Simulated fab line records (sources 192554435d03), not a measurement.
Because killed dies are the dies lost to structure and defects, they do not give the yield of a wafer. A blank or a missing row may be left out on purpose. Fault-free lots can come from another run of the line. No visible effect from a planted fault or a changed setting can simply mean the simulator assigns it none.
Matching of chambers :: flow n5_finfet :: N5_BEOL_M9_ETCH_62 on rie_diel-06 has 4 sister chambers
The step etches SOC in N2/H2, target depth 110 nm, overetch 22 nm, time 165 s. 4 wafers are shown with their chamber, then 9 later ones without.

EACH WAFER AND ITS CHAMBER
wafer: L089.4
chamber: 2
showerhead_plenum_p_Torr (Torr): 2.61

wafer: L086.1
chamber: 3
showerhead_plenum_p_Torr (Torr): 2.53

wafer: L086.4
chamber: 0
showerhead_plenum_p_Torr (Torr): 2.53

wafer: L086.5
chamber: 1
showerhead_plenum_p_Torr (Torr): 2.59

WAFERS WITHOUT THEIR CHAMBER
wafer: L090.2
showerhead_plenum_p_Torr (Torr): 2.59

wafer: L090.3
showerhead_plenum_p_Torr (Torr): 2.60

wafer: L090.4
showerhead_plenum_p_Torr (Torr): 2.52

wafer: L095.2
showerhead_plenum_p_Torr (Torr): 2.59

wafer: L095.3
showerhead_plenum_p_Torr (Torr): 2.53

wafer: L095.6
showerhead_plenum_p_Torr (Torr): 2.60

wafer: L096.3
showerhead_plenum_p_Torr (Torr): 2.52

wafer: L096.4
showerhead_plenum_p_Torr (Torr): 2.52

wafer: L096.6
showerhead_plenum_p_Torr (Torr): 2.52

CHAMBER TAKEN BY EACH
wafer: L090.2
from the rows above: 1
in truth: 1

wafer: L090.3
from the rows above: can't be placed: 2 or 1
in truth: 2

wafer: L090.4
from the rows above: can't be placed: 0 or 3
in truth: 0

wafer: L095.2
from the rows above: 1
in truth: 1

wafer: L095.3
from the rows above: can't be placed: 0 or 3
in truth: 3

wafer: L095.6
from the rows above: can't be placed: 2 or 1
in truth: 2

wafer: L096.3
from the rows above: can't be placed: 0 or 3
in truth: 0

wafer: L096.4
from the rows above: can't be placed: 0 or 3
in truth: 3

wafer: L096.6
from the rows above: can't be placed: 0 or 3
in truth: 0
Correctly placed: 2 of 9. These rows do not allow placing 7 (true chamber among the candidates in 7). 0 placed wrongly.
How it was worked out, from the rows above alone: a wafer's distance from a chamber is the root of the sum, over the readings, of the square of ((its reading less the chamber's mean) divided by the reading's scatter). The wafer belongs to the nearest chamber; if the next one is less than 2 further off, it can't be placed. The mean given for a chamber averages the wafers shown for that chamber. The scatter: with one shown wafer a chamber, the root of the mean of the squares of how far each hidden wafer lies from its nearest shown one.
